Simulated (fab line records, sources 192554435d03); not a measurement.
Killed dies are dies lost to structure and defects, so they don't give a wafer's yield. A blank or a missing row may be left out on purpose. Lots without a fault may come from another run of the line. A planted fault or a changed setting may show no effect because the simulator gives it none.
One fault seen from 3 desks | flow n5_finfet | each desk has only its own numbers; what lay behind them comes last

THE TOOL OWNER'S DESK: rie_diel-01
The tool's own readings at N5_BEOL_M5_ETCH_41 (etches SiCN in CH3F/O2, target depth 31.5 nm, time 56.7 s): means of the sampled wafers that have a number, for each lot that ran on this tool. A lot is out of limits, marked OUT, if its mean lies more than 4 standard deviations from the usual mean; the brackets give that distance.
Columns: A = drypump_motor_current_A at N5_BEOL_M5_ETCH_41, usual 5.8 A; B = oes_product_au at N5_BEOL_M5_ETCH_41, usual 0.81 a.u.; C = rf_vpp_V at N5_BEOL_M5_ETCH_41, usual 297.1 V; D = showerhead_plenum_p_Torr at N5_BEOL_M5_ETCH_41, usual 1.99 Torr; E = throttle_valve_pct at N5_BEOL_M5_ETCH_41, usual 16.32 %
lot  | first seen here | A   | B    | C     | D    | E
L892 | day 9 12:27     | 5.3 | 0.84 | 297.5 | 1.98 | 16.18
L903 | day 12 06:35    | 5.8 | 0.56 | 296.6 | 1.96 | 16.46
L904 | day 12 19:51    | 6.4 | 0.73 | 296.0 | 1.96 | 16.29
L908 | day 14 04:29    | 5.7 | 0.67 | 297.4 | 1.94 | 16.26
This desk's finding: nothing out of limits on any of the 4 lots.

THE DEFECT DESK
What the inspections along the route counted, lot by lot: means of the sampled wafers that have a number. A lot is out of limits, marked OUT, if its mean lies more than 4 standard deviations from the usual mean; the brackets give that distance.
Columns: A = raw_defect_count at N5_BEOL_M5_INSPECT_30, usual 394
lot  | first seen here | A
L892 | day 9 11:34     | 332
L896 | day 10 14:53    | 335
L898 | day 11 00:31    | 341
L901 | day 12 05:19    | 366
L903 | day 12 05:22    | 483
L904 | day 12 19:31    | 297
L908 | day 14 04:10    | 657
This desk's finding: nothing out of limits on any of the 7 lots.

THE METROLOGY DESK
What the gauges read, lot by lot, whatever tool the lot ran on: means of the sampled wafers that have a number. A lot is out of limits, marked OUT, if its mean lies more than 4 standard deviations from the usual mean; the brackets give that distance.
Columns: A = V4_OVL at N5_BEOL_M5_OVL_MEAS_29, usual 0.3 nm
lot  | first seen here | A
L892 | day 9 11:31     | 0.6
L896 | day 10 14:50    | 1.0
L898 | day 11 00:27    | 0.0
L901 | day 12 05:16    | -0.9
L903 | day 12 05:18    | -0.3
L904 | day 12 19:29    | 0.1
L908 | day 14 04:06    | -0.4
This desk's finding: nothing out of limits on any of the 7 lots.

PUT TOGETHER
The tool owner's desk saw nothing out of limits.
The defect desk saw nothing out of limits.
The metrology desk saw nothing out of limits.

WHAT THE SIMULATOR HAD PUT IN
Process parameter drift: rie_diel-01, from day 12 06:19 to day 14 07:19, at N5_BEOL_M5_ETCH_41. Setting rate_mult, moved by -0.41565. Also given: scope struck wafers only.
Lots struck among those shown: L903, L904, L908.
